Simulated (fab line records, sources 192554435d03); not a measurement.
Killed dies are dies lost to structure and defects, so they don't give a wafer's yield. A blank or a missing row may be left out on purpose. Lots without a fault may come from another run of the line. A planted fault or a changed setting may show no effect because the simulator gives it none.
Chamber matching | flow n5_finfet | N5_BEOL_M0_SAQP_ETCH_106 on rie_diel-02: 4 sister chambers
The step etches SOC in N2/H2, stops on SiNx, target depth 150 nm. 33 wafers are shown with their chamber, then 12 later ones without.

WAFERS WITH THEIR CHAMBER
wafer  | chamber | drypump_motor_current_A (A) | showerhead_plenum_p_Torr (Torr) | oes_product_au (a.u.)
L074.1 | 1       | 5.6                         | 2.63                            | 0.75
L074.3 | 2       | 5.1                         | 2.55                            | 0.71
L074.6 | 1       | 5.6                         | 2.63                            | 0.76
L078.1 | 3       | 5.0                         | 2.49                            | 0.88
L078.2 | 2       | 5.1                         | 2.54                            | 0.70
L078.5 | 1       | 5.6                         | 2.63                            | 0.75
L079.2 | 2       | 5.1                         | 2.54                            | 0.70
L079.4 | 3       | 5.0                         | 2.49                            | 0.88
L079.6 | 0       | 6.5                         | 2.62                            | 0.68
L080.1 | 2       | 5.1                         | 2.54                            | 0.71
L080.2 | 0       | 6.5                         | 2.62                            | 0.68
L080.3 | 3       | 5.0                         | 2.49                            | 0.88
L080.4 | 1       | 5.6                         | 2.63                            | 0.75
L080.5 | 0       | 6.5                         | 2.61                            | 0.68
L080.6 | 1       | 5.6                         | 2.63                            | 0.74
L083.2 | 1       | 5.6                         | 2.62                            | 0.73
L083.3 | 0       | 6.5                         | 2.61                            | 0.68
L083.4 | 3       | 5.0                         | 2.49                            | 0.86
L084.1 | 3       | 5.0                         | 2.49                            | 0.87
L084.2 | 2       | 5.1                         | 2.54                            | 0.70
L084.3 | 0       | 6.5                         | 2.61                            | 0.68
L086.1 | 3       | 4.9                         | 2.48                            | 0.86
L086.2 | 1       | 5.6                         | 2.62                            | 0.74
L086.4 | 2       | 5.1                         | 2.54                            | 0.70
L087.1 | 1       | 5.6                         | 2.62                            | 0.73
L087.2 | 2       | 5.1                         | 2.53                            | 0.70
L087.3 | 3       | 4.9                         | 2.48                            | 0.86
L087.4 | 1       | 5.6                         | 2.62                            | 0.73
L087.5 | 2       | 5.1                         | 2.53                            | 0.68
L087.6 | 3       | 5.0                         | 2.48                            | 0.85
L090.1 | 3       | 5.0                         | 2.48                            | 0.85
L090.2 | 0       | 6.5                         | 2.61                            | 0.96
L090.3 | 2       | 5.1                         | 2.53                            | 0.69

SIGNATURES (means of the wafers above)
reading                  | chamber 0 | chamber 1 | chamber 2 | chamber 3 | scatter within a chamber
drypump_motor_current_A  | 6.500     | 5.600     | 5.100     | 4.978     | 0.0232
showerhead_plenum_p_Torr | 2.6133    | 2.6256    | 2.5378    | 2.4856    | 0.00567
oes_product_au           | 0.7267    | 0.7422    | 0.6989    | 0.8656    | 0.0485
Rule: a wafer's distance from a chamber is the root of the sum, over the readings, of the square of ((its reading less the chamber's mean) divided by the reading's scatter). The wafer belongs to the nearest chamber; if the next one is less than 2 further off, it can't be placed. The scatter: the root of (the sum of the squares of (reading less its chamber's mean) over the shown wafers, divided by (wafers less chambers)).

WAFERS WITHOUT THEIR CHAMBER
wafer  | drypump_motor_current_A (A) | showerhead_plenum_p_Torr (Torr) | oes_product_au (a.u.)
L090.4 | 5.6                         | 2.62                            | 0.73
L090.5 | 6.5                         | 2.61                            | 0.96
L090.6 | 5.6                         | 2.62                            | 0.72
L091.1 | 6.5                         | 2.61                            | 0.95
L091.2 | 5.0                         | 2.48                            | 0.84
L091.6 | 6.5                         | 2.61                            | 0.95
L093.1 | 5.6                         | 2.62                            | 0.73
L093.2 | 6.5                         | 2.61                            | 0.93
L093.3 | 5.0                         | 2.48                            | 0.84
L093.4 | 5.1                         | 2.53                            | 0.69
L093.5 | 6.5                         | 2.61                            | 0.93
L093.6 | 5.0                         | 2.48                            | 0.84

WHICH CHAMBER EACH WENT THROUGH
wafer  | from the rows above | in truth
L090.4 | 1                   | 1
L090.5 | 0                   | 0
L090.6 | 1                   | 1
L091.1 | 0                   | 0
L091.2 | 3                   | 3
L091.6 | 0                   | 0
L093.1 | 1                   | 1
L093.2 | 0                   | 0
L093.3 | 3                   | 3
L093.4 | 2                   | 2
L093.5 | 0                   | 0
L093.6 | 3                   | 3
Placed correctly: 12 of 12. Can't be placed from these rows: 0. Placed wrongly: 0.
